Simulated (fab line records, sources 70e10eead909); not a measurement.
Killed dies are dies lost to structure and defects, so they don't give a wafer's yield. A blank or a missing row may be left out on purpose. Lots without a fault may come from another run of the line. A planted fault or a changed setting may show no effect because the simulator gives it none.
Which tool did it? | flow nand_harc | 7 lots, 21 wafers sampled, at 2 steps of a route of 1302

WHAT THE GAUGES READ, wafer by wafer
NHARC_A_DECK1_JOINT_THK_MEAS_14: measures by ellipsometry.
lot  | measured     | on            | thk_nm (nm)
L341 | day 11 12:39 | film_metro-01 | 48.7 48.7 49.9
L344 | day 12 23:05 | film_metro-01 | 51.7 49.8 47.7
L347 | day 14 16:41 | film_metro-02 | 49.9 51.0 52.0
L357 | day 18 08:58 | film_metro-02 | 51.6 50.0 52.2
L358 | day 19 02:21 | film_metro-01 | 51.4 51.3 50.9
L360 | day 20 02:07 | film_metro-02 | 52.4 52.9 51.3
L362 | day 20 09:29 | film_metro-01 | 52.7 51.6 50.2

WHICH TOOL RAN EACH LOT (tool, then ch and the chambers of the sampled wafers, then the start)
lot  | NHARC_A_CHANNEL_FILL_D1_ALD_16
L341 | ald_hk-03 ch 2,3, day 9 13:09
L344 | ald_hk-02 ch 0,1,2, day 10 22:34
L347 | ald_hk-01 ch 0,3, day 12 04:25
L357 | ald_hk-03 ch 0,2,3, day 16 06:38
L358 | ald_hk-03 ch 0,1,3, day 16 21:06
L360 | ald_hk-01 ch 0,2,3, day 17 23:25
L362 | ald_hk-01 ch 0,2,3, day 18 12:02
- NHARC_A_CHANNEL_FILL_D1_ALD_16: deposits SiO2, target thk 1.5 nm, pulse time 10 s, ald cycles 15.

THE ANSWER, worked out from the rows above alone
Rule: what is usual is taken from the lots themselves. Put in order of their means at a reading, lots are off if they are a third of the lots or fewer, leave a main group of 4 or more, and stand apart from it by a gap of 3 or more times the standard deviation of the main group's means; of several such gaps the widest counts. A main group whose means are all the same, to the digits that the tables above print for the reading, isn't used. A lot without any number at a reading at which 4 lots or more have one is off too. The other lots that the step has rows for count as sound.
No lot is off at any reading shown: from this, nothing can be told.

WHAT THE SIMULATOR HAD PUT IN
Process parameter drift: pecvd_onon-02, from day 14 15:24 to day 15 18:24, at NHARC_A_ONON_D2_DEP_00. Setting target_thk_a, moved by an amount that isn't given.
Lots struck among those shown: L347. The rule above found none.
